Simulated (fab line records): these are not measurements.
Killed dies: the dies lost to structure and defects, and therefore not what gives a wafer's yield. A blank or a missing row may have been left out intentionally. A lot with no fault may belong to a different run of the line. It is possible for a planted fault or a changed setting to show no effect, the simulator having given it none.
3 desks, one fault + flow nandHarc + every desk sees just its own numbers, and what lay behind them comes last

== FOR THE TOOL OWNER'S DESK: pecvdOnon-04 ==
The tool's own readings at NHARC_A_ONON_D1_DEP_03 (target thk 1000 nm): means of the sampled wafers that have a number, for each lot that ran on this tool. A lot is out of limits, marked OUT, if its mean lies more than 4 standard deviations from the usual mean; the brackets give that distance.
Columns: A = n2oFlowSccm at NHARC_A_ONON_D1_DEP_03, usual 2001 sccm
| lot  | first seen here | A    |
|------|-----------------|------|
| L237 | day 7 16:14     | 2002 |
| L238 | day 7 20:32     | 2005 |
| L243 | day 10 11:31    | 1999 |
| L246 | day 11 15:19    | 1996 |
| L249 | day 12 17:59    | 1997 |
| L257 | day 16 01:59    | 2011 |
| L258 | day 16 11:44    | 1992 |
This desk found nothing out of limits on any of the 7 lots.

== AT THE METROLOGY DESK ==
Lot by lot, what the gauges showed, no matter which tool ran the lot: averages of those sampled wafers that carry a number. A lot is out of limits, marked OUT, if its mean lies more than 4 standard deviations from the usual mean; the brackets give that distance.
Columns: A = thkNm at NHARC_A_ONON_D1_THK_MEAS_05, usual 1001 nm
| lot  | first seen here | A              |
|------|-----------------|----------------|
| L237 | day 7 16:41     | 992            |
| L238 | day 7 20:59     | 1008           |
| L241 | day 9 10:44     | 1004           |
| L243 | day 10 11:54    | 1013           |
| L246 | day 11 15:46    | 1321 (+32) OUT |
| L249 | day 12 18:26    | 1332 (+33) OUT |
| L253 | day 14 13:28    | 1000           |
| L255 | day 15 05:01    | 1011           |
| L256 | day 15 17:26    | 989            |
| L257 | day 16 02:26    | 1019           |
| L258 | day 16 12:14    | 1003           |
| L259 | day 17 00:07    | 1002           |
| L260 | day 17 16:37    | 988            |
Finding of this desk: L246, L249 out of limits; the first was L246 at day 11 15:46, on thkNm at NHARC_A_ONON_D1_THK_MEAS_05. L237, L238, L241, L243, L253, L255, L256, L257, L258, L259, L260 stayed within limits.

== THE DEFECT DESK ==
Per lot, the means of the sampled wafers with a number show what the inspections along the route counted. A lot is out of limits, marked OUT, if its mean lies more than 4 standard deviations from the usual mean; the brackets give that distance.
Columns: A = rawDefectCount at NHARC_A_SOURCE_PLATE_INSPECT_08, usual 60
| lot  | first seen here | A  |
|------|-----------------|----|
| L237 | day 7 15:32     | 53 |
| L238 | day 7 19:52     | 56 |
| L241 | day 9 09:35     | 42 |
| L243 | day 10 10:46    | 43 |
| L246 | day 11 14:37    | 70 |
| L249 | day 12 17:02    | 55 |
| L253 | day 14 12:18    | 62 |
| L255 | day 15 03:53    | 52 |
| L256 | day 15 16:17    | 45 |
| L257 | day 16 01:17    | 67 |
| L258 | day 16 11:05    | 87 |
| L259 | day 16 22:58    | 75 |
| L260 | day 17 15:28    | 49 |
This desk found nothing out of limits on any of the 13 lots.

== TAKEN TOGETHER ==
The metrology desk could have raised an alarm at day 11 15:46, on L246, L249.
The desk of the tool owner found nothing out of limits.
No out-of-limits result turned up at the defect desk.
The tool owner's desk has L246, L249 on record, within its limits.
The defect desk has L246, L249 on record, within its limits.
On pecvdOnon-04, each named lot ran NHARC_A_ONON_D1_DEP_03.

== WHAT THE SIMULATOR PUT IN ==
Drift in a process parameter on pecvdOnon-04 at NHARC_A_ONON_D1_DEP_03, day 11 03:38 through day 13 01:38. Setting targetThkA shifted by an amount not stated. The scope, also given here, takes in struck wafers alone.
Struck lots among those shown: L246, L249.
Hours from the fault's start to each desk's first reading out of limits: the metrology desk, 12.
